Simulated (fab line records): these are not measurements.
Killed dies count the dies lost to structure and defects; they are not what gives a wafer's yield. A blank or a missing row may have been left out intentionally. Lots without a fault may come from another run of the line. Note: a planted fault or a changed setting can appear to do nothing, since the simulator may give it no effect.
Lot-split experiment + flow n5-finfet + 21 wafers read from 7 lots, route of 1938 steps

== ABOUT THE SPLIT ==
At N5_BEOL_M9_ETCH_62 (etches SOC in N2/H2, target depth 110 nm, overetch 22 nm, time 165 s), the setting time-s was moved away from the recipe's 165 s on 8 of the 21 wafers read, by -22.0% to +20.7%. For the rest of the wafers, this setting stayed at what the recipe calls for.

The reading comes from the split's own step.

== THE READING ==
SiARC_of_BEOL_M9_COAT_60.thk-nm (the simulator's own value, which no gauge read), in nm, at N5_BEOL_M9_ETCH_62 (etches SOC in N2/H2, target depth 110 nm, overetch 22 nm, time 165 s). There is no usual value for it anywhere in the file. Average 23.5 nm, standard deviation 0.13 nm, over the 13 wafers here run with the recipe.

| wafer  | tool, chamber at the split | time-s as run, s | against the recipe | SiARC_of_BEOL_M9_COAT_60.thk-nm, nm | against lot-mates on the recipe |
|--------|----------------------------|------------------|--------------------|-------------------------------------|---------------------------------|
| L077.2 | rie-diel-05, 3             | 165              | recipe             | 23.6                                | -                               |
| L077.4 | rie-diel-05, 1             | 165              | recipe             | 23.2                                | -                               |
| L077.6 | rie-diel-05, 2             | 165              | recipe             | 23.4                                | -                               |
| L081.1 | rie-diel-03, 2             | 153.4            | -7.0%              | 23.4                                | +0.0                            |
| L081.2 | rie-diel-03, 3             | 165              | recipe             | 23.4                                | -                               |
| L081.3 | rie-diel-03, 1             | 153.4            | -7.0%              | 24                                  | +0.6                            |
| L088.3 | rie-diel-04, 1,3           | 165              | recipe             | 23.6                                | -                               |
| L088.5 | rie-diel-04, 1,3           | 165              | recipe             | 23.6                                | -                               |
| L088.4 | rie-diel-04, 0             | 165              | recipe             | 23.4                                | -                               |
| L087.1 | rie-diel-03, 1,0           | 165              | recipe             | 23.6                                | -                               |
| L087.6 | rie-diel-03, 1,0           | 165              | recipe             | 23.6                                | -                               |
| L087.3 | rie-diel-03, 3             | 128.7            | -22.0%             | 25                                  | +1.4                            |
| L089.2 | rie-diel-05, 0,3           | 150.1            | -9.0%              | 24.4                                | +0.8                            |
| L089.4 | rie-diel-05, 0,3           | 150.1            | -9.0%              | 24.4                                | +0.8                            |
| L089.3 | rie-diel-05, 1             | 165              | recipe             | 23.6                                | -                               |
| L094.2 | rie-diel-04, 0             | 165              | recipe             | 23.6                                | -                               |
| L094.5 | rie-diel-04, 0             | 165              | recipe             | 23.4                                | -                               |
| L094.6 | rie-diel-04, 2             | 199.2            | +20.7%             | 22.2                                | -1.3                            |
| L097.1 | rie-diel-04, 1             | 165              | recipe             | 23.6                                | -                               |
| L097.2 | rie-diel-04, 0             | 192.8            | +16.8%             | 22.2                                | -1.4                            |
| L097.3 | rie-diel-04, 3             | 192.8            | +16.8%             | 22.6                                | -1.0                            |
Where a row lists several chambers, the file gives one row for several wafers and doesn't say which wafer went through which chamber.

FIT RESULTS
A straight line over all 21 wafers: SiARC_of_BEOL_M9_COAT_60.thk-nm changes by -0.0666 nm for each +1% of time-s; r = -0.95; the points scatter about the line by 0.2 nm.
The same after taking each lot's own level away (the mean of its wafers on the recipe; 21 wafers): -0.067 nm for each +1%; r = -0.97; scatter 0.17 nm.
According to that fit, moving time-s by its largest amount changes the reading by 1.5 nm.
From 23.40 to 23.60 nm: that is the span of the lots' own levels, equal to 1.6 times the standard deviation above.
The two slopes agree, so the slope changes little with the lot-to-lot level.
Check: +1.5 nm against its lot-mates is what the line predicts for one of the wafers moved furthest among these (-22.0%) when that wafer is left out of the fit. It came out at +1.4 nm against them.

== THE OTHER SPLITS THESE WAFERS WENT THROUGH ==
These wafers also went through other splits before the reading. Each is held against what the fit with the lots' levels taken away leaves over:
| other split on the same wafers             | wafers away from the commonest value | r with SiARC_of_BEOL_M9_COAT_60.thk-nm (lot level and that fit taken away) |
|--------------------------------------------|--------------------------------------|----------------------------------------------------------------------------|
| N5_BEOL_M5_ETCH_41 source-w                | 3                                    | +0.07                                                                      |
| N5_BEOL_M6_TRENCH_ETCH_37 time-s           | 7                                    | +0.09                                                                      |
| N5_BEOL_M6_ALD_77 co-reactant-pulse-time-s | 8                                    | +0.17                                                                      |
| N5_BEOL_M7_TRENCH_ETCH_37 source-w         | 8                                    | -0.15                                                                      |
| N5_BEOL_M8_COAT_22 spin-rpm                | 4                                    | -0.41                                                                      |

== THE WHOLE CHAIN: every reading that the file lists as answering this split, in the file's order ==
| step                  | what it does                                                         | reading                                                                          | change (the file's fit)                                                              | r (the file's) |
|-----------------------|----------------------------------------------------------------------|----------------------------------------------------------------------------------|--------------------------------------------------------------------------------------|----------------|
| N5_BEOL_M9_ETCH_62    | etches SOC in N2/H2, target depth 110 nm, overetch 22 nm, time 165 s | SiARC_of_BEOL_M9_COAT_60.thk-nm (the simulator's own value, which no gauge read) | -0.0657 nm for each +1% of the setting                                               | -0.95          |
| N5_BEOL_M9_HM_OPEN_17 | chemistry Cl2/BCl3, target TiN, target depth 20 nm, overetch 6 nm    | etch.depth-nm (the simulator's own value, which no gauge read)                   | not straight: 20.44 at the lowest setting, 20.15 at the recipe, 16.67 at the highest | not given      |

== THE FILE'S OWN FIT ==
SiARC_of_BEOL_M9_COAT_60.thk-nm changes by -0.0657 nm for each +1% of time-s, r = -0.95.
